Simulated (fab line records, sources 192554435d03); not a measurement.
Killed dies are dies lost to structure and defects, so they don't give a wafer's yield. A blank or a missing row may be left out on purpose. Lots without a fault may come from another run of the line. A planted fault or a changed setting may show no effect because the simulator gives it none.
fab line records | flow n5_finfet
record lots=11 wafers=28 last_day=17
route steps=1938 shown BEOL_M6@1211
lots that met no fault: from a run of the same line without faults
start_h: hours from the record's first day to the start of the lot's first wafer shown | wait_h: hours since the lot's step before | " the same as in the row above | L1.1+2: a row that stands for several wafers | - no value, or no start given | * or withheld: withheld | < > ~ a bound
route shown NAME@n: a module of which the file shows steps, and the number in the route of the first | usual: mean/standard deviation of fault-free wafers | same: alike in all rows | chamber/n: place in a boat | sites: the reading at each site | _std_site: their standard deviation | _edge_site: outer sites' mean less inner sites' | radius_mm: how far each site lies from the wafer's centre | mask NAME#n: copy n | behind: the tool/chamber that last shaped the wafer | hold: why the lot was held/for how many hours/how that ended | device: the transistor (n, p or np) that didn't switch | end of line: the same wafers' tests at the end of the route | a step without rows: its recipe alone | killed: dies lost to structure and defects at the first sort, not the wafer's yield | map: a wafer's dies, x killed, . not, _ none there
set.NAME: the setting as run; set.NAME@STEP: as run at that earlier step | model.NAME: the simulator's own value behind a step, which no gauge read
steps of the route over a sample of lots; a table a step, a row a wafer
services: from which hour (start_h, from the record's first day; less than 0 if before it) a tool's chamber was out of use, for how many hours, and why
## steps
# step N5_BEOL_M6_ETCH_61
# recipe chemistry=CF4 target=SiARC target_depth_a=455 mask_material=CAR-ArF time_s=75.8 ion_energy_ev=80 pressure_mtorr=40 source_w=545 bias_w=36 Ar_flow_sccm=100 cf4_flow_sccm=100 ends=cleared
# usual cf4_flow_sccm=100.0/0.33 drypump_motor_current_A=5.7/0.39 etch_rf_on_time_s=74.1/2.2 oes_product_au=0.71/0.042 rf_vpp_V=184.6/1 showerhead_plenum_p_Torr=2.18/0.063 throttle_valve_pct=15.48/0.26
# columns lot.wafer tool chamber start_h wait_h cf4_flow_sccm drypump_motor_current_A etch_rf_on_time_s oes_product_au rf_hours_counter_h rf_vpp_V showerhead_plenum_p_Torr throttle_valve_pct
L422.1 rie_diel-06 1 183.58 0.0 100.1 6.1 74.2 0.68 107 183.9 2.07 15.57
L422.2 " 3 " " 100.3 5.8 69.5 0.75 74 184.8 2.25 15.38
L423.2 rie_diel-03 0 183.96 0.0 100.5 6.1 75.9 0.70 98 184.9 2.16 15.84
L423.3 " 2 " " 99.8 5.5 73.0 0.76 38 186.2 2.26 15.67
L423.6 " 2 " " 99.8 5.5 73.0 0.77 - 185.6 2.26 15.67
L427.1 rie_diel-06 0 217.70 0.0 100.0 6.1 76.7 0.71 69 184.2 2.24 15.11
L427.5 " 3 " " 99.9 5.8 69.8 0.73 - 185.6 2.25 15.41
L427.6 " 0 " " 100.6 6.1 77.2 0.70 - 186.2 2.24 15.11
L428.1 rie_diel-03 2 222.41 0.0 100.2 5.5 73.4 0.75 51 183.9 2.25 15.70
L428.2 " 0 " " 99.7 6.1 76.1 0.69 111 183.8 2.15 15.90
L428.6 " 3 " " 100.4 5.6 75.0 0.71 - 183.9 2.16 15.33
L429.3 rie_diel-06 3 225.61 0.0 99.8 5.8 69.3 0.73 88 185.1 2.25 15.42
L429.4 " 0 " " 100.1 6.1 76.7 0.70 71 185.5 2.24 15.12
L430.1 rie_diel-03 2 238.42 0.0 99.9 5.5 73.1 0.75 56 185.0 2.25 15.71
L430.3 " 1 " " 100.0 5.6 72.7 0.77 35 186.0 2.26 15.43
L433.3 rie_diel-06 1 252.82 0.0 99.8 6.1 74.7 0.66 128 183.9 2.06 15.62
L433.6 " 1 " " 99.8 6.1 75.2 0.66 - 183.3 2.06 15.63
L432.2 rie_diel-06 3 255.76 0.0 99.9 5.8 69.6 0.72 99 186.0 2.24 15.43
L432.4 " 1 " " 100.3 6.1 73.5 0.67 129 184.1 2.06 15.62
L432.5 " 3 " " 99.5 5.8 70.2 0.71 - 184.9 2.24 15.44
L437.3 rie_diel-02 3 293.02 0.0 100.2 4.9 74.4 0.66 130 183.5 2.15 15.37
L437.4 " 2 " " 100.4 5.6 71.4 0.81 16 183.7 2.09 15.24
L437.5 " 0 " " 100.2 6.5 74.2 0.73 - 183.8 2.10 15.86
L444.3 rie_diel-03 3 321.64 0.0 99.9 5.7 75.5 0.67 104 183.7 2.15 15.41
L444.6 " 3 " " 100.2 5.6 75.9 0.67 - 185.1 2.15 15.41
L445.1 rie_diel-02 3 325.71 0.0 100.2 4.9 75.6 0.65 141 184.8 2.15 15.36
L445.3 " 1 " " 99.5 5.7 74.2 0.75 37 184.1 2.18 15.25
L445.4 " 0 " " 99.7 6.5 74.7 0.72 81 184.0 2.10 15.89
# step N5_BEOL_M6_ETCH_62
# recipe chemistry=N2/H2 target=SOC target_depth_a=1100 overetch_a=220 mask_material=SiARC temp_c=40 time_s=165 ion_energy_ev=200 pressure_mtorr=30 source_w=840 bias_w=150 n2_flow_sccm=200 h2_flow_sccm=200
# usual drypump_motor_current_A=5.8/0.39 oes_product_au=0.70/0.035 rf_vpp_V=525.5/2.4 showerhead_plenum_p_Torr=2.60/0.087 throttle_valve_pct=17.76/0.28
# columns lot.wafer tool chamber start_h wait_h drypump_motor_current_A oes_product_au rf_hours_counter_h rf_vpp_V showerhead_plenum_p_Torr throttle_valve_pct
L422.1 rie_diel-06 1 183.64 0.0 6.1 0.67 107 522.1 2.44 17.67
L422.2 " 3 " " 5.8 0.70 74 527.6 2.68 17.57
L423.2 rie_diel-03 0 184.02 0.0 6.1 0.70 98 525.3 2.56 18.19
L423.3 " 2 " " 5.5 0.75 38 528.9 2.71 18.10
L423.6 " 2 " " 5.5 0.75 - 527.4 2.71 18.13
L427.1 rie_diel-06 0 217.75 0.0 6.1 0.70 69 529.3 2.70 17.48
L427.5 " 3 " " 5.8 0.69 - 527.2 2.67 17.57
L427.6 " 0 " " 6.1 0.70 - 527.4 2.70 17.49
L428.1 rie_diel-03 2 222.47 0.0 5.5 0.74 51 528.3 2.71 18.15
L428.2 " 0 " " 6.2 0.69 111 524.6 2.56 18.22
L428.6 " 3 " " 5.6 0.69 - 526.0 2.58 17.74
L429.3 rie_diel-06 3 225.67 0.0 5.7 0.69 89 527.5 2.67 17.58
L429.4 " 0 " " 6.1 0.70 71 528.2 2.70 17.50
L430.1 rie_diel-03 2 238.47 0.0 5.5 0.72 56 525.7 2.71 18.15
L430.3 " 1 " " 5.6 0.74 35 527.7 2.69 17.49
L433.3 rie_diel-06 1 252.87 0.0 6.1 0.65 128 520.9 2.43 17.69
L433.6 " 1 " " 6.1 0.65 - 522.9 2.43 17.69
L432.2 rie_diel-06 3 255.81 0.0 5.8 0.67 99 527.9 2.67 17.61
L432.4 " 1 " " 6.1 0.65 129 520.5 2.43 17.70
L432.5 " 3 " " 5.8 0.68 - 528.6 2.67 17.60
L437.3 rie_diel-02 3 293.07 0.0 4.9 0.65 130 524.0 2.56 17.60
L437.4 " 2 " " 5.6 0.78 16 522.1 2.48 17.55
L437.5 " 0 " " 6.4 0.72 - 522.3 2.47 18.10
L444.3 rie_diel-03 3 321.70 0.0 5.6 0.66 104 523.6 2.57 17.81
L444.6 " 3 " " 5.6 0.67 - 524.4 2.57 17.81
L445.1 rie_diel-02 3 325.77 0.0 4.9 0.65 141 524.0 2.55 17.63
L445.3 " 1 " " 5.7 0.75 37 524.7 2.58 17.45
L445.4 " 0 " " 6.4 0.71 81 521.3 2.47 18.14
# step N5_BEOL_M6_EXPOSE_25
# recipe mask_id=V5 na=0.33 source_shape=annular sigma_inner=0.4 sigma_outer=0.8 polarization=unpolarized target_cd_nm=40 dose_mj=45
# usual focus_offset_nm=-0.1/0.49
# columns lot.wafer tool chamber start_h wait_h mask focus_offset_nm
L423.2 euv_scanner-01 0 186.80 - V5#0 -0.3
L423.3 " 0 " " V5#0 -0.2
L423.6 " 0 " " V5#0 -0.3
L422.1 euv_scanner-01 0 187.01 - V5#0 -0.3
L422.2 " 0 " " V5#0 -0.3
L427.1 euv_scanner-02 0 220.98 - V5#0 -0.3
L427.5 " 0 " " V5#0 0.7
L427.6 " 0 " " V5#0 -0.5
L428.1 euv_scanner-01 0 224.33 - V5#0 0.9
L428.2 " 0 " " V5#0 -0.7
L428.6 " 0 " " V5#0 -0.6
L429.3 euv_scanner-02 0 226.35 - V5#0 -0.5
L429.4 " 0 " " V5#0 -0.3
L430.1 euv_scanner-02 0 240.18 - V5#0 0.3
L430.3 " 0 " " V5#0 -0.2
L433.3 euv_scanner-02 0 254.73 - V5#0 -0.5
L433.6 " 0 " " V5#0 -0.6
L432.2 euv_scanner-02 0 257.97 - V5#0 -0.2
L432.4 " 0 " " V5#0 -0.5
L432.5 " 0 " " V5#0 0.1
L437.3 euv_scanner-02 0 295.37 - V5#0 0.0
L437.4 " 0 " " V5#0 -0.5
L437.5 " 0 " " V5#0 -0.3
L444.3 euv_scanner-01 0 322.39 - V5#0 -0.6
L444.6 " 0 " " V5#0 -0.7
L445.1 euv_scanner-01 0 326.38 - V5#0 0.2
L445.3 " 0 " " V5#0 0.2
L445.4 " 0 " " V5#0 0.0
# step N5_BEOL_M6_OVL_MEAS_29
# recipe points_per_wafer=522
# usual V5_OVL=-0.5/0.69
# columns lot.wafer tool chamber start_h wait_h V5_OVL[nm]
L423.2 overlay-01 0 186.97 0.0 0.0
L423.3 " 0 " " -1.7
L423.6 " 0 " " -0.2
L422.1 overlay-01 0 187.17 0.0 -1.1
L422.2 " 0 " " -1.2
L427.1 overlay-01 0 221.14 0.0 -0.9
L427.5 " 0 " " -2.4
L427.6 " 0 " " -1.5
L428.1 overlay-02 0 224.49 0.0 -0.2
L428.2 " 0 " " -0.4
L428.6 " 0 " " -0.5
L429.3 overlay-01 0 226.51 0.0 -0.8
L429.4 " 0 " " -0.5
L430.1 overlay-02 0 240.34 0.0 0.4
L430.3 " 0 " " -0.6
L433.3 overlay-01 0 254.89 0.0 -0.9
L433.6 " 0 " " -0.7
L432.2 overlay-02 0 258.13 0.0 5.6
L432.4 " 0 " " 7.0
L432.5 " 0 " " 6.5
L437.3 overlay-01 0 295.53 0.0 6.2
L437.4 " 0 " " 4.7
L437.5 " 0 " " 5.4
L444.3 overlay-01 0 322.56 0.0 -1.8
L444.6 " 0 " " -2.2
L445.1 overlay-01 0 326.54 0.0 -1.0
L445.3 " 0 " " -0.2
L445.4 " 0 " " -1.5
# step N5_BEOL_M6_VIA_ETCH_34
# recipe chemistry=C4F6/O2 target=SiCOH_lowk target_depth_a=1263 mask_material=SOC taper_deg=4 time_s=50.9 ion_energy_ev=250 pressure_mtorr=30 source_w=345 bias_w=185 Ar_flow_sccm=300 C4F6_flow_sccm=10 O2_flow_sccm=10
# usual drypump_motor_current_A=5.7/0.43 oes_product_au=0.83/0.06 rf_vpp_V=666/14 showerhead_plenum_p_Torr=2.89/0.081 throttle_valve_pct=20.79/0.28
# columns lot.wafer tool chamber start_h wait_h drypump_motor_current_A oes_product_au rf_hours_counter_h rf_vpp_V showerhead_plenum_p_Torr throttle_valve_pct
L423.2 rie_diel-02 0 187.45 0.0 6.5 0.93 28 661 2.80 21.18
L423.3 " 2 " " 5.6 0.68 246 670 2.80 21.00
L423.6 " 0 " " 6.5 0.94 - 662 2.80 21.18
L422.1 rie_diel-03 0 187.48 0.0 6.1 0.82 99 656 2.88 21.29
L422.2 " 3 " " 5.7 0.85 57 699 2.89 20.69
L427.1 rie_diel-03 1 221.42 0.0 5.7 0.91 29 646 2.99 20.59
L427.5 " 2 " " 5.5 0.87 - 648 2.99 21.02
L427.6 " 3 " " 5.6 0.82 - 700 2.88 20.69
L428.1 rie_diel-03 2 224.81 0.0 5.5 0.87 52 647 2.99 21.02
L428.2 " 3 " " 5.6 0.83 69 698 2.88 20.70
L428.6 " 3 " " 5.6 0.83 - 699 2.88 20.71
L429.3 rie_diel-02 1 226.77 0.0 5.7 0.98 3 680 2.91 20.49
L429.4 " 1 " " 5.7 0.97 - 679 2.91 20.50
L430.1 rie_diel-03 1 240.61 0.0 5.7 0.88 35 646 2.99 20.59
L430.3 " 0 " " 6.1 0.79 118 656 2.87 21.33
L433.3 rie_diel-03 2 255.15 0.0 5.5 0.86 61 647 2.99 21.02
L433.6 " 1 " " 5.6 0.88 - 647 2.98 20.62
L432.2 rie_diel-06 0 258.40 0.0 6.2 0.81 83 682 2.98 20.41
L432.4 " 1 " " 6.1 0.77 130 663 2.74 20.86
L432.5 " 1 " " 6.1 0.76 - 662 2.74 20.85
L437.3 rie_diel-06 1 295.79 0.0 6.1 0.75 142 661 2.73 20.88
L437.4 " 3 " " 5.8 0.80 113 668 2.98 20.74
L437.5 " 3 " " 5.8 0.81 - 667 2.98 20.75
L444.3 rie_diel-06 3 322.83 0.0 5.8 0.81 123 666 2.98 20.76
L444.6 " 0 " " 6.1 0.79 - 683 2.97 20.44
L445.1 rie_diel-06 0 326.82 0.0 6.1 0.79 107 681 2.96 20.44
L445.3 " 1 " " 6.1 0.74 152 661 2.73 20.90
L445.4 " 2 " " 5.1 0.80 81 666 2.88 20.55
## services
# columns tool chamber start_h hours kind
rie_diel-02 2 177.14 9.3 repair
rie_diel-02 1 178.63 14.1 repair
euv_scanner-02 - 181.79 1.0 pm
rie_diel-03 1 186.86 6.5 repair
rie_diel-02 1 193.11 - clean
rie_diel-02 1 193.11 - consumable_replace:focus_ring
euv_scanner-01 - 196.86 1.0 pm
rie_diel-03 1 202.38 5.7 repair
rie_diel-03 - 207.12 0.4 repair
euv_scanner-01 - 207.38 1.3 repair
rie_diel-02 2 220.79 6.6 repair
rie_diel-02 3 222.10 1.4 repair
euv_scanner-01 - 231.55 18.0 repair
euv_scanner-02 - 239.55 0.3 repair
rie_diel-03 2 246.73 2.6 repair
euv_scanner-02 - 249.51 1.0 pm
euv_scanner-01 - 253.01 1.0 pm
euv_scanner-01 - 254.02 4.6 pm
euv_scanner-02 - 259.53 1.8 repair
euv_scanner-01 - 290.26 5.8 pm
euv_scanner-02 - 296.07 1.0 pm
rie_diel-06 - 307.32 2.8 pm
euv_scanner-01 - 309.16 1.0 pm
euv_scanner-02 - 324.62 0.3 repair
## key
first_sign step=N5_BEOL_M6_OVL_MEAS_29 reading=V5_OVL direction=up sigmas=9.2 usual=-0.5 struck=5.9
effect none on later readings
met_at N5_BEOL_M6_EXPOSE_25
struck_lots L432,L437
not_acting_at N5_BEOL_M6_ETCH_61,N5_BEOL_M6_ETCH_62,N5_BEOL_M6_VIA_ETCH_34
fault kind=scanner_matching_overlay tool=euv_scanner-02 chamber=- onset_h=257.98 steps=N5_BEOL_M6_EXPOSE_25 offset=6.3766
